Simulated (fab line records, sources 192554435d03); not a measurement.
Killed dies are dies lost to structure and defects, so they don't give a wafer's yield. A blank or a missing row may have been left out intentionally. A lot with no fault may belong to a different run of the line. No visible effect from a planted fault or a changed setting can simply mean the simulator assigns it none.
Which tool was responsible? :: flow n5Finfet :: 30 wafers from 10 lots sampled at 2 of the route's 1938 steps

== WHAT THE GAUGES SHOWED, per wafer ==
N5_BEOL_M13_CD_MEAS_28 targets a cd of 209.5 nm.
lot: L201
measured: day 11 12:28
on: cdSem-02
cdNm (nm): 211.9 209.9 209.0

lot: L204
measured: day 11 19:29
on: cdSem-01
cdNm (nm): 205.3 212.5 211.1

lot: L212
measured: day 14 11:54
on: cdSem-02
cdNm (nm): 210.3 210.7 211.5

lot: L213
measured: day 14 19:55
on: cdSem-03
cdNm (nm): 212.3 212.0 209.7

lot: L215
measured: day 15 05:33
on: cdSem-02
cdNm (nm): 210.9 210.9 212.2

lot: L218
measured: day 15 06:01
on: cdSem-03
cdNm (nm): 212.6 210.9 212.6

lot: L217
measured: day 15 06:14
on: cdSem-03
cdNm (nm): 210.5 211.3 209.6

lot: L219
measured: day 15 17:11
on: cdSem-02
cdNm (nm): 211.7 210.1 209.9

lot: L223
measured: day 16 13:22
on: cdSem-03
cdNm (nm): 209.6 210.9 209.2

lot: L221
measured: day 16 13:34
on: cdSem-03
cdNm (nm): 211.7 211.3 212.2

== WHICH TOOL RAN EACH LOT (tool, then ch and the chambers of the sampled wafers, then the start) ==
lot: L201
N5_BEOL_M13_PEB_26: lithoTrack-04 ch 0, day 11 12:21

lot: L204
N5_BEOL_M13_PEB_26: lithoTrack-02 ch 0, day 11 19:22

lot: L212
N5_BEOL_M13_PEB_26: lithoTrack-04 ch 0, day 14 11:47

lot: L213
N5_BEOL_M13_PEB_26: lithoTrack-02 ch 0, day 14 19:47

lot: L215
N5_BEOL_M13_PEB_26: lithoTrack-02 ch 0, day 15 05:26

lot: L218
N5_BEOL_M13_PEB_26: lithoTrack-02 ch 0, day 15 05:54

lot: L217
N5_BEOL_M13_PEB_26: lithoTrack-04 ch 0, day 15 06:07

lot: L219
N5_BEOL_M13_PEB_26: lithoTrack-02 ch 0, day 15 17:04

lot: L223
N5_BEOL_M13_PEB_26: lithoTrack-01 ch 0, day 16 13:14

lot: L221
N5_BEOL_M13_PEB_26: lithoTrack-02 ch 0, day 16 13:27
- N5_BEOL_M13_PEB_26: peb time 90 s.

== THE ANSWER, worked out from the rows above alone ==
Rule: what is usual is taken from the lots themselves. Put in order of their means at a reading, lots are off if they are a third of the lots or fewer, leave a main group of 4 or more, and stand apart from it by a gap of 3 or more times the standard deviation of the main group's means; of several such gaps the widest counts. A main group is skipped when, at the precision printed for the reading in the tables above, its means are all equal. Also off: a lot with no number at a reading for which 4 or more lots have one. All remaining lots with rows at the step are treated as sound.
Nothing can be told from this: no lot is off at any reading shown.

== WHAT HAD BEEN PUT IN BY THE SIMULATOR ==
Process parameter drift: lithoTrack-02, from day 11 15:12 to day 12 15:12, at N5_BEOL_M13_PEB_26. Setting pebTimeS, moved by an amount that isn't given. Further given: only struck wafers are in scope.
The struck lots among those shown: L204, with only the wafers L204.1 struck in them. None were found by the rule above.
